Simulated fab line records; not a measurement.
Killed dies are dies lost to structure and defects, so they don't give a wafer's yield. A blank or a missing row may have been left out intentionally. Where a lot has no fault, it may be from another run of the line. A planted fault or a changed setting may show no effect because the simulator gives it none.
fab line records ; flow nand_harc
record lots=7; wafers=21; last_day=33
route steps=1302 shown P_ZERO_WELL@55
lots untouched by any fault: they come from a run of this same line in which no faults occurred
start_h: hours from the record's opening day to when the first of the lot's shown wafers began ; wait_h: hours elapsed since this lot's preceding step ; " identical to the entry in the row above ; L1.1+2: several wafers, shown together as one row ; - no value, or no start was given ; * or withheld: withheld ; < > ~ a bound
route shown NAME@n: NAME is a module with steps in the file, n the number in the route of the first one ; usual: the fault-free wafers' mean and standard deviation ; same: alike in all rows ; chamber/n: place in a boat ; sites: the reading at each site ; _std_site: how widely they spread, as a standard deviation ; _edge_site: mean of outer sites minus mean of inner sites ; radius_mm: for every site, how far away it sits from the centre of the wafer ; mask NAME#n: copy n ; behind: tool/chamber where the wafer was last shaped ; hold: why the lot was held/for how many hours/how that ended ; device: names the non-switching transistor (n, p or np) ; end of line: the same wafers' tests at the end of the route ; for a step that has no rows: nothing shown but its recipe ; killed: the dies lost at the first sort to structure and to defects; this is not the yield of the wafer ; map: the dies of a wafer, with x for killed, . for not killed, _ for no die there
set.NAME: setting as actually run; set.NAME@STEP: the setting as run at that earlier step ; model.NAME: the simulator's own value behind a step, which no gauge read
a table for each step, a row for each wafer; lots at some steps of the route
services: the hour from which a tool's chamber was out of use, counted from the record's first day as start_h (under 0 if before that day), plus the number of hours and why
## steps
# step NHARC_P_ZERO_WELL_EBR_48
# step NHARC_P_ZERO_WELL_EXPOSE_49
# recipe na=0.6; target_cd_nm=2000; dose_mj=22.64; mask_id=P_HVPW
# step NHARC_P_ZERO_WELL_PEB_50
# recipe peb_temp_c=118; peb_time_s=85
# step NHARC_P_ZERO_WELL_DEVELOP_51
# recipe time_s=70
# step NHARC_P_ZERO_WELL_CD_MEAS_52
# recipe target_cd_nm=2000; landing_energy_ev=500
# usual cd_nm=2000.3/1.3
lot.wafer;tool;chamber;start_h;wait_h;cd_nm
L752.2;cd_sem-02;0;85.51;-;2000.4
L752.3;cd_sem-02;0;85.51;-;2001.3
L752.6;cd_sem-02;0;85.51;-;2000.6
L758.2;cd_sem-03;0;145.67;-;1999.2
L758.3;cd_sem-03;0;145.67;-;1999.9
L758.6;cd_sem-03;0;145.67;-;2000.1
L759.4;cd_sem-02;0;155.93;-;1998.3
L759.5;cd_sem-02;0;155.93;-;1998.0
L759.6;cd_sem-02;0;155.93;-;1996.9
L760.1;cd_sem-03;0;165.36;-;2000.2
L760.4;cd_sem-03;0;165.36;-;2001.3
L760.6;cd_sem-03;0;165.36;-;1998.4
L761.2;cd_sem-02;0;175.88;-;1999.5
L761.4;cd_sem-02;0;175.88;-;1999.7
L761.6;cd_sem-02;0;175.88;-;2000.4
L766.2;cd_sem-02;0;226.72;-;1999.5
L766.5;cd_sem-02;0;226.72;-;1999.7
L766.6;cd_sem-02;0;226.72;-;1998.8
L768.1;cd_sem-03;0;245.86;-;2001.0
L768.2;cd_sem-03;0;245.86;-;2000.7
L768.3;cd_sem-03;0;245.86;-;2000.2
# step NHARC_P_ZERO_WELL_HARDBAKE_53
# recipe temp_c=125; time_s=80
# step NHARC_P_ZERO_WELL_DESCUM_54
# recipe time_s=3; o2_flow_sccm=200; ar_flow_sccm=0; bias_power_w=0; chemistry=O2
# usual drypump_motor_current_A=6.0/0.47; o2_flow_sccm=200.0/0.67; oes_product_au=1.000/0.006; rf_vpp_V=57.7/0.96; showerhead_plenum_p_Torr=1.91/0.088; throttle_valve_pct=11.311/0.0088
lot.wafer;tool;chamber;start_h;wait_h;drypump_motor_current_A;o2_flow_sccm;oes_product_au;rf_hours_counter_h;rf_vpp_V;showerhead_plenum_p_Torr;throttle_valve_pct
L752.3;rie_diel-10;1;85.68;-;5.9;198.9;1.003;3;59.5;2.07;11.323
L752.2;rie_diel-10;3;85.68;-;5.4;199.8;0.998;2;56.8;1.96;11.310
L752.6;rie_diel-10;1;85.68;-;5.9;199.9;1.006;-;59.0;2.08;11.306
L758.3;rie_diel-10;1;145.83;-;5.8;199.4;1.007;27;57.3;2.07;11.327
L758.2;rie_diel-10;3;145.83;-;5.3;199.0;0.996;17;58.1;1.96;11.322
L758.6;rie_diel-10;2;145.83;-;6.3;200.5;1.005;-;58.4;1.86;11.318
L759.4;rie_diel-03;3;156.10;-;6.0;200.3;1.004;16;58.3;2.00;11.313
L759.5;rie_diel-03;1;156.10;-;5.2;198.9;1.007;-;56.8;1.78;11.319
L759.6;rie_diel-03;2;156.10;-;6.8;201.2;0.990;-;56.8;1.98;11.320
L760.4;rie_diel-04;0;165.52;-;5.4;201.4;0.998;46;57.0;1.89;11.310
L760.1;rie_diel-04;1;165.52;-;6.3;200.4;0.992;45;57.9;1.93;11.314
L760.6;rie_diel-04;1;165.52;-;6.4;200.0;0.989;-;57.5;1.93;11.305
L761.2;rie_diel-03;0;176.28;-;6.1;201.7;0.987;19;56.3;1.77;11.310
L761.4;rie_diel-03;2;176.28;-;6.9;199.4;1.001;17;58.2;1.98;11.319
L761.6;rie_diel-03;0;176.28;-;6.1;200.9;0.996;-;56.6;1.77;11.296
L766.2;rie_diel-03;0;226.90;-;6.1;199.2;0.993;35;56.0;1.77;11.313
L766.6;rie_diel-03;2;226.90;-;6.8;200.6;0.991;-;58.7;1.98;11.314
L766.5;rie_diel-03;3;226.90;-;6.1;199.1;0.991;-;57.5;1.99;11.313
L768.1;rie_diel-03;1;246.30;-;5.2;200.8;0.993;39;57.0;1.77;11.329
L768.3;rie_diel-03;2;246.30;-;6.8;199.9;1.004;36;56.8;1.98;11.314
L768.2;rie_diel-03;3;246.30;-;6.0;199.8;0.996;38;56.9;1.99;11.318
# step NHARC_P_ZERO_WELL_IMPLANT_55
# recipe energy_kev=180; dose_cm2=8e+11; tilt_deg=7
# step NHARC_P_ZERO_WELL_IMPLANT_61
# recipe energy_kev=30; dose_cm2=5e+11; tilt_deg=7
# step NHARC_P_ZERO_WELL_STRIP_56
# recipe time_s=840; temp_c=130; chemistry=SPM
# step NHARC_P_ZERO_WELL_PRECLEAN_68
# recipe time_s=60; temp_c=50; bath_age_min=0; chemistry=SC1
# step NHARC_P_ZERO_WELL_SRD_69
# step NHARC_P_ZERO_WELL_RTA_42
# recipe temp_c=1100; time_s=300
# usual anneal_temp_c_max=1103.4/0.94; lamp_power_pct=36/5.2; lamp_zone_1_pct=36/5.2; lamp_zone_2_pct=36/5.2; lamp_zone_3_pct=36/5.2; lamp_zone_6_pct=36/5.2; lamp_zone_7_pct=36/5.2; wafer_temp_C_max=1104.6/0.91
lot.wafer;tool;chamber;start_h;wait_h;anneal_temp_c_max;lamp_power_pct;lamp_zone_1_pct;lamp_zone_2_pct;lamp_zone_3_pct;lamp_zone_6_pct;lamp_zone_7_pct;wafer_temp_C_max
L752.2;rtp_anneal-01;0;86.86;-;1102.9;32;32;32;32;32;32;1105.0
L752.3;rtp_anneal-01;0;86.86;-;1103.7;32;32;32;32;32;32;1105.8
L752.6;rtp_anneal-01;0;86.86;-;1103.0;32;32;32;32;32;32;1105.4
L758.2;rtp_anneal-01;-;146.92;-;-;-;-;-;-;-;-;-
L758.3;rtp_anneal-01;-;146.92;-;-;-;-;-;-;-;-;-
L758.6;rtp_anneal-01;-;146.92;-;-;-;-;-;-;-;-;-
L759.4;rtp_anneal-02;-;157.38;-;-;-;-;-;-;-;-;-
L759.5;rtp_anneal-02;-;157.38;-;-;-;-;-;-;-;-;-
L759.6;rtp_anneal-02;-;157.38;-;-;-;-;-;-;-;-;-
L760.1;rtp_anneal-01;-;166.50;-;-;-;-;-;-;-;-;-
L760.4;rtp_anneal-01;-;166.50;-;-;-;-;-;-;-;-;-
L760.6;rtp_anneal-01;-;166.50;-;-;-;-;-;-;-;-;-
L761.2;rtp_anneal-01;0;177.38;-;1103.6;32;32;32;32;32;32;1103.1
L761.4;rtp_anneal-01;0;177.38;-;1103.8;32;32;32;32;32;32;1102.9
L761.6;rtp_anneal-01;0;177.38;-;1102.6;32;32;32;32;32;32;1105.1
L766.2;rtp_anneal-02;0;227.96;-;1102.4;43;42;42;43;42;43;1104.2
L766.5;rtp_anneal-02;0;227.96;-;1105.0;42;43;43;42;42;43;1105.1
L766.6;rtp_anneal-02;0;227.96;-;1103.9;43;43;43;42;42;43;1106.0
L768.1;rtp_anneal-02;0;247.28;-;1104.0;42;42;43;42;43;43;1104.0
L768.2;rtp_anneal-02;0;247.28;-;1103.9;42;43;42;43;42;43;1103.0
L768.3;rtp_anneal-02;0;247.28;-;1104.1;43;43;43;43;42;43;1104.8
# step NHARC_P_ZERO_WELL_INSPECT_43
# usual raw_defect_count=14/5.6
lot.wafer;tool;chamber;start_h;wait_h;raw_defect_count
L752.2;defect_inspect-01;-;87.96;0.9;6
L752.3;defect_inspect-01;-;87.96;0.9;17
L752.6;defect_inspect-01;-;87.96;0.9;9
L758.2;defect_inspect-01;-;147.49;0.5;9
L758.3;defect_inspect-01;-;147.49;0.5;11
L758.6;defect_inspect-01;-;147.49;0.5;3
L759.4;defect_inspect-02;-;157.74;0.2;26
L759.5;defect_inspect-02;-;157.74;0.2;10
L759.6;defect_inspect-02;-;157.74;0.2;19
L760.1;defect_inspect-01;-;167.18;0.6;5
L760.4;defect_inspect-01;-;167.18;0.6;15
L760.6;defect_inspect-01;-;167.18;0.6;6
L761.2;defect_inspect-02;-;177.94;0.5;32
L761.4;defect_inspect-02;-;177.94;0.5;14
L761.6;defect_inspect-02;-;177.94;0.5;25
L766.2;defect_inspect-02;-;228.54;0.5;13
L766.5;defect_inspect-02;-;228.54;0.5;13
L766.6;defect_inspect-02;-;228.54;0.5;14
L768.1;defect_inspect-01;-;247.98;0.6;4
L768.2;defect_inspect-01;-;247.98;0.6;17
L768.3;defect_inspect-01;-;247.98;0.6;15
## services
tool;chamber;start_h;hours;kind
rie_diel-10;-;65.50;9.0;pm
rie_diel-03;0;85.80;-;clean
rie_diel-03;1;85.80;-;clean
rie_diel-03;2;85.80;-;clean
rie_diel-03;3;85.80;-;clean
rie_diel-10;3;86.91;19.8;repair
rie_diel-03;0;93.59;3.4;repair
rie_diel-03;-;106.33;9.0;pm
rie_diel-03;0;106.33;9.0;vent_cycle
rie_diel-03;1;106.33;9.0;vent_cycle
rie_diel-03;2;106.33;9.0;vent_cycle
rie_diel-03;3;106.33;9.0;vent_cycle
rie_diel-03;0;115.33;-;clean
rie_diel-03;1;115.33;-;clean
rie_diel-03;2;115.33;-;clean
rie_diel-03;3;115.33;-;clean
rie_diel-03;0;139.91;-;clean
rie_diel-03;1;139.91;-;clean
rie_diel-03;2;139.91;-;clean
rie_diel-03;0;143.23;1.2;repair
rie_diel-10;-;148.78;1.0;repair
rie_diel-04;-;178.03;9.0;pm
rie_diel-10;0;223.34;2.7;repair
rie_diel-10;-;242.52;9.0;pm
## key
first_sign step=NHARC_P_ZERO_WELL_RTA_42; reading=tool_record; direction=missing
effect none on later readings
met_at NHARC_P_ZERO_WELL_RTA_42
struck_wafers L758.2,L758.3,L758.6,L759.4,L759.5,L759.6,L760.1,L760.4,L760.6
later_rows_left_out L758.2,L758.3,L758.6,L759.4,L759.5,L759.6,L760.1,L760.4,L760.6
sort_left_out L758.2,L758.3,L758.6,L759.4,L759.5,L759.6,L760.1,L760.4,L760.6
tester_left_out L758,L759,L760
onset_between 86.86 146.92
fault kind=skipped_step_whole; tool=rtp_anneal-01,rtp_anneal-02; chamber=-; onset_h=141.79; steps=NHARC_P_ZERO_WELL_RTA_42; scope=struck_lots_only
# tester_left_out: of these lots the tester's yield and bins aren't shown, on N5 and GAA mostly nor the transistor test; their killed dies are dies lost to structure and defects alone, not to doping, threshold or leakage, so they don't give the yield
# sort_left_out: the simulated sort isn't trusted on such a fault, so these wafers' sort isn't shown, and their yield isn't known
# later_rows_left_out: the simulator's readings of these wafers behind a module that went badly wrong aren't trusted and aren't shown, but for the sort
